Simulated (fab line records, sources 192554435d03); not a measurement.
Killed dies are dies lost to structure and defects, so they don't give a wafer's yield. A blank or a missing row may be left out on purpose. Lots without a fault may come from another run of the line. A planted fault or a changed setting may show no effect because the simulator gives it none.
Which tool did it? | flow n5_finfet | 11 lots, 33 wafers sampled, at 5 steps of a route of 1938

WHAT THE GAUGES READ, wafer by wafer
N5_MOL_CONTACT_COAG_THK_MEAS_53. Usual: VIA_MOL_THK 43.9 nm, standard deviation 0.59.
lot  | measured     | on            | VIA_MOL_THK (nm) | flag
L907 | day 5 16:20  | film_metro-02 | 43.7 44.1 44.5   |
L908 | day 6 02:09  | film_metro-02 | 44.3 44.9 45.0   |
L910 | day 6 08:29  | film_metro-02 | 44.0 43.7 44.5   |
L912 | day 7 02:19  | film_metro-02 | 43.4 43.9 43.4   |
L914 | day 7 15:07  | film_metro-02 | 42.8 44.0 43.6   |
L916 | day 8 01:04  | film_metro-01 | 43.4 43.9 43.9   |
L917 | day 8 06:07  | film_metro-02 | 43.7 44.0 43.9   |
L920 | day 9 01:15  | film_metro-02 | 43.8 43.3 44.2   |
L922 | day 9 09:47  | film_metro-01 | 43.4 43.7 43.6   |
L925 | day 10 09:34 | film_metro-02 | 42.7 43.5 43.8   |
L928 | day 11 09:53 | film_metro-02 | 43.1 43.3 43.3   |

N5_BEOL_M0_SAQP_CD_MEAS_14: target cd 42.5 nm. Usual: cd_nm 42.54 nm, standard deviation 0.27.
lot  | measured     | on        | cd_nm (nm)        | flag
L907 | day 5 21:00  | cd_sem-01 | 42.69 42.75 42.98 |
L908 | day 6 08:19  | cd_sem-03 | 42.64 42.10 42.69 |
L910 | day 6 14:01  | cd_sem-03 | 42.62 42.59 42.71 |
L912 | day 7 08:59  | cd_sem-01 | 42.85 42.91 42.61 |
L914 | day 7 21:22  | cd_sem-01 | 43.01 42.58 42.72 |
L916 | day 8 06:52  | cd_sem-03 | 42.66 42.72 42.30 |
L917 | day 8 10:52  | cd_sem-02 | 42.52 42.29 41.93 |
L920 | day 9 08:44  | cd_sem-03 | 42.25 42.57 42.00 |
L922 | day 9 14:42  | cd_sem-03 | 42.58 42.24 42.61 |
L925 | day 10 14:36 | cd_sem-01 | 42.98 42.34 42.78 |
L928 | day 11 17:23 | cd_sem-02 | 42.52 42.85 42.41 |

N5_BEOL_M4_RC_MEAS_101. Usual: DIBL_N 36.4 mV/V, standard deviation 1.3; DIBL_P 36.5 mV/V, standard deviation 1.7; IOFF_N 0.154 nA/um, standard deviation 0.022; IOFF_P 0.202 nA/um, standard deviation 0.025; ION_N 671 uA/um, standard deviation 9.8; ION_P 460 uA/um, standard deviation 6.8; SS_N 71.6 mV/dec, standard deviation 0.54; SS_P 73.4 mV/dec, standard deviation 0.58; VT_N 250.9 mV, standard deviation 2.8; VT_P -251.4 mV, standard deviation 2.7.
lot  | measured     | on        | DIBL_N (mV/V)  | DIBL_P (mV/V)  | IOFF_N (nA/um)    | IOFF_P (nA/um)    | ION_N (uA/um) | ION_P (uA/um) | SS_N (mV/dec)  | SS_P (mV/dec)  | VT_N (mV)         | VT_P (mV)            | flag
L907 | day 8 07:36  | prober-02 | 37.7 34.9 37.6 | 38.0 34.4 37.3 | 0.170 0.125 0.170 | 0.216 0.167 0.201 | 667 657 672   | 457 453 456   | 71.6 70.8 71.3 | 74.3 73.3 74.2 | 249.1 255.3 251.2 | -252.6 -256.2 -253.2 |
L908 | day 8 14:12  | prober-02 | 39.3 36.8 35.7 | 38.5 36.2 34.4 | 0.174 0.132 0.116 | 0.185 0.155 0.142 | 669 662 657   | 447 446 444   | 72.4 71.7 71.4 | 74.5 72.9 73.5 | 252.2 253.1 258.6 | -256.8 -256.9 -256.9 |
L910 | day 9 02:28  | prober-02 | 36.6 36.0 35.3 | 37.2 36.3 35.5 | 0.147 0.145 0.134 | 0.204 0.201 0.183 | 679 694 665   | 463 469 460   | 72.0 71.6 71.7 | 73.4 72.9 73.3 | 249.0 250.9 251.9 | -249.7 -250.8 -252.3 |
L912 | day 10 04:04 | prober-02 | 35.0 35.8 35.1 | 35.0 36.2 34.2 | 0.147 0.169 0.147 | 0.186 0.206 0.174 | 666 679 666   | 460 465 449   | 71.6 71.2 71.5 | 73.4 73.2 73.8 | 252.3 249.0 252.8 | -252.5 -253.1 -252.6 |
L914 | day 10 08:23 | prober-01 | 36.8 34.7 35.9 | 37.6 35.0 36.6 | 0.163 0.129 0.149 | 0.205 0.174 0.195 | 674 655 672   | 460 453 467   | 71.6 71.5 71.7 | 73.1 73.2 73.2 | 249.0 253.7 250.0 | -249.7 -253.0 -250.1 |
L916 | day 10 12:19 | prober-02 | 36.7 35.6 36.3 | 37.2 36.0 37.2 | 0.154 0.136 0.152 | 0.200 0.178 0.200 | 664 664 668   | 453 461 459   | 71.4 71.0 71.6 | 73.1 73.7 73.6 | 250.5 254.1 250.8 | -254.0 -253.2 -250.2 |
L917 | day 10 14:14 | prober-01 | 35.9 35.8 35.6 | 38.8 39.1 38.8 | 0.157 0.153 0.147 | 0.192 0.191 0.182 | 673 665 672   | 458 458 452   | 71.7 71.6 71.8 | 73.6 73.8 73.1 | 249.1 251.6 252.3 | -254.4 -251.8 -254.5 |
L920 | day 11 21:14 | prober-01 | 37.2 35.0 36.2 | 35.4 34.6 35.3 | 0.176 0.140 0.156 | 0.210 0.197 0.205 | 665 667 663   | 452 457 456   | 72.6 72.0 71.8 | 73.9 73.3 73.6 | 250.9 252.5 250.5 | -251.1 -249.8 -248.8 |
L922 | day 12 04:25 | prober-01 | 34.8 35.5 36.8 | 34.5 35.5 36.3 | 0.125 0.136 0.145 | 0.172 0.194 0.209 | 655 660 659   | 449 458 458   | 71.9 71.4 71.2 | 72.9 73.9 73.0 | 256.1 254.0 250.3 | -255.7 -254.8 -253.4 |
L925 | day 13 07:52 | prober-01 | 37.1 37.6 37.2 | 35.6 37.3 37.7 | 0.163 0.188 0.193 | 0.198 0.241 0.248 | 661 676 687   | 449 463 469   | 71.9 71.9 71.4 | 73.7 74.4 73.6 | 250.8 244.2 246.1 | -252.9 -245.9 -245.7 |
L928 | day 13 17:35 | prober-01 | 36.1 37.4 37.3 | 37.4 38.9 38.9 | 0.157 0.189 0.187 | 0.192 0.220 0.211 | 677 685 669   | 453 465 455   | 71.5 71.6 71.8 | 73.3 74.2 73.7 | 247.4 245.6 248.7 | -252.0 -250.3 -251.6 |

WHICH TOOL RAN EACH LOT (tool, then ch and the chambers of the sampled wafers, then the start)
lot  | N5_MOL_CONTACT_COAG_STRIP_49         | N5_BEOL_M0_SAQP_COAT_08
L907 | plasma_asher-01 ch 0,1, day 5 15:26  | litho_track-05 ch 0, day 5 20:46
L908 | plasma_asher-01 ch 0,1, day 6 01:15  | litho_track-04 ch 0, day 6 07:56
L910 | plasma_asher-01 ch 0,1, day 6 07:35  | litho_track-05 ch 0, day 6 13:39
L912 | plasma_asher-01 ch 0,1, day 7 01:26  | litho_track-04 ch 0, day 7 08:45
L914 | plasma_asher-02 ch 0,1, day 7 14:13  | litho_track-04 ch 0, day 7 21:08
L916 | plasma_asher-01 ch 0,1, day 8 00:10  | litho_track-04 ch 0, day 8 06:38
L917 | plasma_asher-01 ch 0,1, day 8 05:13  | litho_track-04 ch 0, day 8 10:38
L920 | plasma_asher-02 ch 0,1, day 9 00:22  | litho_track-05 ch 0, day 9 08:22
L922 | plasma_asher-01 ch 0,1, day 9 08:53  | litho_track-05 ch 0, day 9 14:28
L925 | plasma_asher-02 ch 0,1, day 10 08:40 | litho_track-01 ch 0, day 10 14:14
L928 | plasma_asher-02 ch 0,1, day 11 08:59 | litho_track-05 ch 0, day 11 17:09
- N5_MOL_CONTACT_COAG_STRIP_49: strips in N2/H2, time 30 s.
- N5_BEOL_M0_SAQP_COAT_08: resist thk 90 nm.

WHAT THE TOOLS THEMSELVES READ (means of the sampled wafers that have a number; where no wafer has one, the mark that the record gives instead)
N5_MOL_CONTACT_COAG_STRIP_49. Usual: drypump_motor_current_A 5.7 A, standard deviation 0.41; heater_power_w 330 W, standard deviation 34.
lot  | tool            | drypump_motor_current_A (A) | heater_power_w (W) | flag
L907 | plasma_asher-01 | 5.3                         | 364                |
L908 | plasma_asher-01 | 5.4                         | 345                |
L910 | plasma_asher-01 | 5.4                         | 343                |
L912 | plasma_asher-01 | 5.4                         | 343                |
L914 | plasma_asher-02 | 5.9                         | 306                |
L916 | plasma_asher-01 | 5.3                         | 368                |
L917 | plasma_asher-01 | 5.4                         | 346                |
L920 | plasma_asher-02 | 6.0                         | 315                |
L922 | plasma_asher-01 | 5.3                         | 364                |
L925 | plasma_asher-02 | 5.9                         | 303                |
L928 | plasma_asher-02 | 5.9                         | 309                |

N5_BEOL_M0_SAQP_COAT_08. Usual: spin_speed_rpm 1500.2 rpm, standard deviation 0.97.
lot  | tool           | spin_speed_rpm (rpm) | flag
L907 | litho_track-05 | 1500.3               |
L908 | litho_track-04 | 1501.0               |
L910 | litho_track-05 | 1499.6               |
L912 | litho_track-04 | 1500.7               |
L914 | litho_track-04 | 1500.7               |
L916 | litho_track-04 | 1548.2               | OFF
L917 | litho_track-04 | 1546.5               | OFF
L920 | litho_track-05 | 1500.4               |
L922 | litho_track-05 | 1499.8               |
L925 | litho_track-01 | 1499.5               |
L928 | litho_track-05 | 1500.1               |

THE ANSWER, worked out from the rows above alone
Rule: a lot is off if the mean of its wafers that have a number lies more than 3 standard deviations from the usual mean. A lot without any number at a reading at which 4 lots or more have one is off too. The other lots that the step has rows for count as sound. The gauges are gone through in route order, then the tools' own readings, and for those a lot's mean is taken as printed above. The first step at which some lot is off is used, and at that step the reading that is off furthest; a lot without a number counts as furthest.
Off: L916, L917, at N5_BEOL_M0_SAQP_COAT_08 (spin_speed_rpm).
A tool fits if, at that step or a process step before it, it ran every lot that is off, and no sound lot after the first of them. One fits: litho_track-04 at N5_BEOL_M0_SAQP_COAT_08. Its last sound lot is L914 (day 7 21:08), its first lot that is off L916 (day 8 06:38): a fault that began between those two fits.
The tool's own readings at N5_BEOL_M0_SAQP_COAT_08 bear it out: on the lots that are off they differ by more than 5 times the standard deviation of the sound lots' means. spin_speed_rpm reads 1547.3 rpm there against 1500.2 rpm on the sound lots.

WHAT THE SIMULATOR HAD PUT IN
Process parameter drift: litho_track-04, from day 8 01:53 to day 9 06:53, at N5_BEOL_M0_SAQP_COAT_08. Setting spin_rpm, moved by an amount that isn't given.
Lots struck among those shown: L916, L917. The rule above found the same.
